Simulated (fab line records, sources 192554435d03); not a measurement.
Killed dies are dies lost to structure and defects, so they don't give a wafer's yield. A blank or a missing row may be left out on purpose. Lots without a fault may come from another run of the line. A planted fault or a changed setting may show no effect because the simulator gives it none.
Chamber matching | flow n5_finfet | N5_BEOL_M15_VIA_ETCH_16 on rie_diel-05: 4 sister chambers
The step etches SiO2 in C4F8/O2/Ar, target depth 1792.2 nm. 18 wafers are shown with their chamber, then 9 later ones without.

WAFERS WITH THEIR CHAMBER
wafer  | chamber | rf_vpp_V (V) | drypump_motor_current_A (A) | showerhead_plenum_p_Torr (Torr)
L076.1 | 0       | 2251         | 5.9                         | 3.49
L076.2 | 1       | 2205         | 6.1                         | 3.34
L076.5 | 3       | 2163         | 6.3                         | 3.50
L079.1 | 2       | 2285         | 5.3                         | 3.43
L079.4 | 2       | 2285         | 5.3                         | 3.43
L079.5 | 1       | 2203         | 6.1                         | 3.34
L080.2 | 1       | 2202         | 6.1                         | 3.34
L080.3 | 2       | 2286         | 5.3                         | 3.43
L080.6 | 2       | 2285         | 5.3                         | 3.43
L081.1 | 1       | 2202         | 6.1                         | 3.33
L081.3 | 2       | 2284         | 5.3                         | 3.43
L081.6 | 1       | 2203         | 6.1                         | 3.33
L090.3 | 2       | 2283         | 5.3                         | 3.42
L090.4 | 0       | 2250         | 5.9                         | 3.48
L090.5 | 1       | 2201         | 6.1                         | 3.33
L094.1 | 1       | 2204         | 6.1                         | 3.32
L094.2 | 2       | 2284         | 5.3                         | 3.42
L094.4 | 3       | 2163         | 6.2                         | 3.48

SIGNATURES (means of the wafers above)
reading                  | chamber 0 | chamber 1 | chamber 2 | chamber 3 | scatter within a chamber
rf_vpp_V                 | 2250.50   | 2202.86   | 2284.57   | 2163.00   | 1.1
drypump_motor_current_A  | 5.900     | 6.100     | 5.300     | 6.250     | 0.0189
showerhead_plenum_p_Torr | 3.4850    | 3.3329    | 3.4271    | 3.4900    | 0.00725
Rule: a wafer's distance from a chamber is the root of the sum, over the readings, of the square of ((its reading less the chamber's mean) divided by the reading's scatter). The wafer belongs to the nearest chamber; if the next one is less than 2 further off, it can't be placed. The scatter: the root of (the sum of the squares of (reading less its chamber's mean) over the shown wafers, divided by (wafers less chambers)).

WAFERS WITHOUT THEIR CHAMBER
wafer  | rf_vpp_V (V) | drypump_motor_current_A (A) | showerhead_plenum_p_Torr (Torr)
L092.1 | 2250         | 5.9                         | 3.47
L092.2 | 2201         | 6.2                         | 3.32
L092.5 | 2282         | 5.3                         | 3.41
L093.1 | 2201         | 6.1                         | 3.32
L093.2 | 2284         | 5.3                         | 3.41
L093.5 | 2284         | 5.3                         | 3.41
L097.1 | 2162         | 6.2                         | 3.48
L097.4 | 2283         | 5.3                         | 3.41
L097.6 | 2201         | 6.1                         | 3.32

WHICH CHAMBER EACH WENT THROUGH
wafer  | from the rows above | in truth
L092.1 | 0                   | 0
L092.2 | 1                   | 1
L092.5 | 2                   | 2
L093.1 | 1                   | 1
L093.2 | 2                   | 2
L093.5 | 2                   | 2
L097.1 | 3                   | 3
L097.4 | 2                   | 2
L097.6 | 1                   | 1
Placed correctly: 9 of 9. Can't be placed from these rows: 0. Placed wrongly: 0.
